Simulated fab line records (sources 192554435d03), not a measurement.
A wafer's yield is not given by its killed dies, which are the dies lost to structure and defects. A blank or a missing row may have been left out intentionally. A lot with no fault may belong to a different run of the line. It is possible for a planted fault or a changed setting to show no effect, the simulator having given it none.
Comparing a struck lot with a sound one ; flow n5_finfet ; 18 out of 1938 route steps
Sound: these wafers, L590.1, L590.5, L590.6. Wafers L599.3, L599.5, L599.6 were the ones struck. The cause is given at the end.
For every step that has rows: the tool of each side, followed by ch and its chambers, followed by its first start. Under that, the readings that differ: sound wafers ; struck wafers ; difference of the means ; sigmas: that difference in standard deviations of wafers without a fault.
alike: a reading whose means differ by less than 2 such deviations, as well as words and numbers matching on both sides. not compared: withheld readings; readings where some wafer has no value; bounds like >300 that might hide an equal value; numbers whose values overlap and for which the record gives no deviation.
The two part at a step that has a row with sigmas, a row that says differs or no value, or rows on one side only. Non-overlapping numbers with no deviation appear without sigmas and do not part them. A reading that every wafer of one side lacks parts them only if that side has two wafers or more.

first, 1 step without rows for these wafers: N5_MIM_TOP_LITHO_HARDBAKE_09 (time 120 s).
N5_MIM_TOP_LITHO_CD_MEAS_08: target cd 2000 nm.
  sound on cd_sem-03 ch 0, day 11 20:52; struck on cd_sem-01 ch 0, day 14 05:11
reading;sound;struck;difference;sigmas
cd_nm (nm);2001.5 2003.9 2001.0;1996.5 1998.1 1998.8;-4.3;-2
N5_MIM_TOP_LITHO_OVL_MEAS_11:
  sound on overlay-01 ch 0, day 11 20:54; struck on overlay-02 ch 0, day 14 05:13
reading;sound;struck;difference;sigmas
MIM_TOP_OVL (nm);-6 4 2;10 9 11;+10;+2
N5_MIM_TOP_LITHO_INSPECT_12: inspects for defects (macro).
  struck on defect_inspect-01, day 14 05:14; sound on defect_inspect-01, day 11 20:56
  alike: raw_defect_count
N5_MIM_TOP_LITHO_DESCUM_10: chemistry O2, time 7.9 s.
  sound on rie_diel-02 ch 0,2,3, day 11 21:19; struck on rie_diel-02 ch 0,1,3, day 14 05:23
  alike: drypump_motor_current_A, oes_product_au, rf_fwd_power_W, rf_vpp_V, showerhead_plenum_p_Torr, throttle_valve_pct
  not compared: rf_hours_counter_h
N5_MIM_TOP_ETCH_ETCH_00: etches TiN in Cl2/BCl3, target depth 38.5 nm.
  sound on rie_metal-02 ch 0,1, day 11 21:23; struck on rie_metal-02 ch 0,1, day 14 05:30
reading;sound;struck;difference;sigmas
throttle_valve_pct (%);23.17 22.91 23.16;22.57 22.89 22.57;-0.40;-3
  alike: drypump_motor_current_A, mfc_cl2_sccm, oes_product_au, rf_fwd_power_W
  not compared: rf_hours_counter_h
N5_MIM_TOP_ETCH_STRIP_01: strips in O2.
  sound on rie_diel-05 ch 0,1,3, day 11 21:32; struck on rie_diel-03 ch 1,2,3, day 14 05:36
  alike: drypump_motor_current_A, oes_product_au, rf_vpp_V, showerhead_plenum_p_Torr, throttle_valve_pct
  not compared: rf_hours_counter_h
N5_MIM_TOP_ETCH_PECVD_03: deposits SiNx from SiH4/NH3/N2, target thk 20 nm, time 17.6 s.
  sound on pecvd-02 ch 0,2, day 11 21:36; struck on pecvd-01 ch 0,2, day 14 05:40
reading;sound;struck;difference;sigmas
rf_fwd_power_W (W);296.4 297.4 295.5;299.2 298.2 299.6;+2.6;+2
showerhead_plenum_p_Torr (Torr);5.13 5.13 5.04;5.33 5.31 5.18;+0.17;+2
  alike: heater_power_outer_w, heater_power_w, susceptor_temp_C, throttle_valve_pct
then, 4 steps without rows for these wafers: N5_MIM_BOT_LITHO_HMDS_01 (time 60 s); N5_MIM_BOT_LITHO_COAT_02; N5_MIM_BOT_LITHO_EBR_04; N5_MIM_BOT_LITHO_SOFTBAKE_03 (time 90 s).
N5_MIM_BOT_LITHO_EXPOSE_05: exposes mask MIM BOT.
  sound on krf_scanner-02 ch 0, day 11 21:54; struck on krf_scanner-02 ch 0, day 14 05:52
reading;sound;struck;difference;sigmas
exposure_dose_mJ_cm2;24.236 24.269 24.256;23.445 23.438 23.446;-0.811;-32
  alike: mask
then, 3 steps without rows for these wafers: N5_MIM_BOT_LITHO_PEB_06; N5_MIM_BOT_LITHO_DEVELOP_07 (develop time 60 s); N5_MIM_BOT_LITHO_HARDBAKE_09 (time 120 s).
N5_MIM_BOT_LITHO_CD_MEAS_08: target cd 3000 nm.
  sound on cd_sem-01 ch 0, day 11 22:05; struck on cd_sem-03 ch 0, day 14 06:02
reading;sound;struck;difference;sigmas
cd_nm (nm);3002.5 3000.8 3003.3;2997.0 2997.6 2996.5;-5.2;-2
N5_MIM_BOT_LITHO_OVL_MEAS_11:
  sound on overlay-01 ch 0, day 11 22:07; struck on overlay-02 ch 0, day 14 06:03
  alike: MIM_BOT_OVL

## WHERE THEY PART
At N5_MIM_TOP_LITHO_CD_MEAS_08 first; at N5_MIM_BOT_LITHO_CD_MEAS_08 last (within this record only). Later steps at which nothing parts them and some readings are alike: N5_MIM_BOT_LITHO_OVL_MEAS_11.

WHY: what had been put in by the simulator
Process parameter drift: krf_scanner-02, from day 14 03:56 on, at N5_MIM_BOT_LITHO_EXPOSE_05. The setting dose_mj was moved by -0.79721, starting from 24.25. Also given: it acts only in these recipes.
